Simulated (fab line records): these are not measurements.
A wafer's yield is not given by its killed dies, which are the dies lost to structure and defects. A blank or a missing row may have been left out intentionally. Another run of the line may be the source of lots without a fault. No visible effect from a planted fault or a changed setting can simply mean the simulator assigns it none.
Struck lot and sound lot, side by side    flow nand-harc    13 steps out of a route of 1302
Sound: the wafers L868.1, L868.4, L868.5. Struck: wafer L877.1 (L877.3, L877.4, from the same lot, were not struck and are left out); the cause is given at the end.
Order at every step that has rows: each side's tool, ch and its chambers, its first start. Under that, the readings that differ: sound wafers    struck wafers    difference of the means    sigmas: that difference in standard deviations of wafers without a fault.
alike: readings with means less than 2 such deviations apart, plus words and numbers identical on both sides. not compared: withheld readings, readings lacking a value on some wafer, bounds such as >300 that could conceal the same value, and numbers that have no deviation in the record and whose values overlap.
Wherever a step has rows on one side only, a row that says differs or no value, or a row with sigmas, the two part there. Numbers that don't overlap but have no deviation are shown without sigmas and don't part them. Lack of a reading on every wafer of one side parts them only where that side has two or more wafers.

first, 9 steps without rows for these wafers: NHARC_A_STAIRCASE_DEHYDRATE_01 (time 120 s); NHARC_A_STAIRCASE_HMDS_02 (time 30 s); NHARC_A_STAIRCASE_COAT_03; NHARC_A_STAIRCASE_SOFTBAKE_04 (time 170 s); NHARC_A_STAIRCASE_EBR_05; NHARC_A_STAIRCASE_EXPOSE_06 (exposes mask STAIR); NHARC_A_STAIRCASE_PEB_07 (peb time 130 s); NHARC_A_STAIRCASE_DEVELOP_08 (time 140 s); NHARC_A_STAIRCASE_HARDBAKE_10 (time 140 s).
NHARC_A_STAIRCASE_DESCUM_11: chemistry O2, time 3 s.
  sound on rie-diel-12 ch 0,1, day 15 15:48; struck on rie-diel-05 ch 0, day 19 22:03
  alike: drypump-motor-current-A, o2-flow-sccm, oes-product-au, rf-vpp-V, showerhead-plenum-p-Torr, throttle-valve-pct
  not compared: rf-hours-counter-h
NHARC_A_STAIRCASE_TRIM_12: chemistry O2, time 211.2 s.
  sound on rie-diel-12 ch 0,1,2, day 15 15:55; struck on rie-diel-05 ch 1, day 19 22:11
reading                          sound           struck  difference  sigmas
showerhead-plenum-p-Torr (Torr)  3.61 3.74 3.79  3.37    -0.34       -2
  alike: drypump-motor-current-A, o2-flow-sccm, oes-product-au, rf-vpp-V, throttle-valve-pct
  not compared: rf-hours-counter-h
NHARC_A_STAIRCASE_ETCH_13: etches the open film in C4F8/O2, target depth 100 nm, time 40.5 s.
  sound on rie-diel-12 ch 0,1,2, day 15 16:30; struck on rie-diel-05 ch 3, day 19 22:38
reading           sound           struck  difference  sigmas
rf-vpp-V (V)      905 898 903     889     -13         -2
run-length-s (s)  61.6 61.7 62.4  52.2    -9.7        -28
  alike: oes-product-au
  not compared: rf-hours-counter-h
NHARC_A_STAIRCASE_TRIM_14: chemistry O2, time 211.2 s.
  sound on rie-diel-12 ch 0,2; struck on rie-diel-05 ch 3
  alike: drypump-motor-current-A, o2-flow-sccm, oes-product-au, rf-vpp-V, showerhead-plenum-p-Torr, throttle-valve-pct
  not compared: rf-hours-counter-h

== WHERE THEY PART ==
Last at NHARC_A_STAIRCASE_ETCH_13 as far as this record goes, first at NHARC_A_STAIRCASE_TRIM_12. Later steps at which nothing parts them and some readings are alike: NHARC_A_STAIRCASE_TRIM_14.

WHY: what had been put in by the simulator
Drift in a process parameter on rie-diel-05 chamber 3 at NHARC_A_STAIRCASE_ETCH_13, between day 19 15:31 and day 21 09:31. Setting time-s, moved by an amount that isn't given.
